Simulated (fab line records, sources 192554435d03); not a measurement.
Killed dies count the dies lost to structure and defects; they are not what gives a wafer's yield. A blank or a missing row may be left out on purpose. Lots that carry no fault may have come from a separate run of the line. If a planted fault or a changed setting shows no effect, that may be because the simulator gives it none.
Chamber matching    flow n5Finfet    rieSi-02 running N5_PMOS_HMC_CHANNEL_EPI_ETCH_38: 4 sister chambers
The step etches SiO2 in CF4, target depth 1.5 nm. 4 wafers are shown with their chamber, then 10 later ones without.

== WAFERS, EACH WITH ITS CHAMBER ==
wafer   chamber  throttleValvePct (%)
L089.1  3        21.81
L089.2  0        21.54
L090.3  1        22.19
L090.4  2        21.61

== WAFERS WHOSE CHAMBER IS MISSING ==
wafer   throttleValvePct (%)
L090.6  21.60
L091.2  21.53
L091.4  21.62
L091.6  21.55
L092.4  22.20
L092.5  21.82
L092.6  21.61
L094.2  21.60
L094.3  21.81
L094.6  21.82

== CHAMBER TAKEN BY EACH ==
wafer   from the rows above  in truth
L090.6  2                    2
L091.2  0                    0
L091.4  2                    2
L091.6  0                    0
L092.4  1                    1
L092.5  3                    3
L092.6  2                    2
L094.2  2                    2
L094.3  3                    3
L094.6  3                    3
Correctly placed: 10 of 10. Number that these rows cannot place: 0. Placed wrongly: 0.
How it was worked out, from the rows above alone: a wafer's distance from a chamber is the root of the sum, over the readings, of the square of ((its reading less the chamber's mean) divided by the reading's scatter). The wafer belongs to the nearest chamber; if the next one is less than 2 further off, it can't be placed. A chamber's mean is the mean of its shown wafers. The scatter: with one shown wafer a chamber, the root of the mean of the squares of how far each hidden wafer lies from its nearest shown one.
